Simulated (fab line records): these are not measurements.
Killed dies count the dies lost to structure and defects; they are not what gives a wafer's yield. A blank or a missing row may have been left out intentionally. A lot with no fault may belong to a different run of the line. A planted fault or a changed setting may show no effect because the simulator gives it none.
Chamber matching + flow n5-finfet + 4 sister chambers for N5_DUMMY_REMOVAL_HM_STRIP_01 on rie-diel-06
The step strips SiNx in CH3F/O2, stops on poly-Si, target depth 4 nm, time 6.8 s. 8 wafers are shown with their chamber, then 9 later ones without.

WAFERS, EACH WITH ITS CHAMBER
| wafer  | chamber | showerhead-plenum-p-Torr (Torr) | throttle-valve-pct (%) |
|--------|---------|---------------------------------|------------------------|
| L080.4 | 0       | 1.94                            | 16.2                   |
| L085.2 | 1       | 2.03                            | 15.7                   |
| L089.3 | 1       | 2.03                            | 15.8                   |
| L092.5 | 3       | 2.12                            | 16.3                   |
| L092.6 | 2       | 1.99                            | 16.7                   |
| L093.1 | 3       | 2.12                            | 16.3                   |
| L093.2 | 0       | 1.93                            | 16.2                   |
| L093.3 | 2       | 1.99                            | 16.7                   |

WAFERS WHOSE CHAMBER IS MISSING
| wafer  | showerhead-plenum-p-Torr (Torr) | throttle-valve-pct (%) |
|--------|---------------------------------|------------------------|
| L094.4 | 2.12                            | 16.3                   |
| L094.5 | 1.99                            | 16.7                   |
| L094.6 | 2.12                            | 16.3                   |
| L095.2 | 1.93                            | 16.2                   |
| L095.4 | 2.02                            | 15.8                   |
| L095.5 | 1.99                            | 16.7                   |
| L097.4 | 1.93                            | 16.2                   |
| L097.5 | 2.11                            | 16.3                   |
| L097.6 | 1.99                            | 16.7                   |

WHICH CHAMBER EACH ONE RAN IN
| wafer  | from the rows above | in truth |
|--------|---------------------|----------|
| L094.4 | 3                   | 3        |
| L094.5 | 2                   | 2        |
| L094.6 | 3                   | 3        |
| L095.2 | 0                   | 0        |
| L095.4 | 1                   | 1        |
| L095.5 | 2                   | 2        |
| L097.4 | 0                   | 0        |
| L097.5 | 3                   | 3        |
| L097.6 | 2                   | 2        |
9 of 9 placed correctly. Number that these rows cannot place: 0. Placed wrongly: 0.
How it was worked out, from the rows above alone: a wafer's distance from a chamber is the root of the sum, over the readings, of the square of ((its reading less the chamber's mean) divided by the reading's scatter). If the next closest chamber is less than 2 further off than the closest, the wafer can't be placed; otherwise it belongs to the closest. Each chamber's mean is taken over the wafers shown for it. The scatter is the square root of a quotient: the sum, over the shown wafers, of each reading's squared deviation from its chamber's mean, divided by wafers minus chambers.
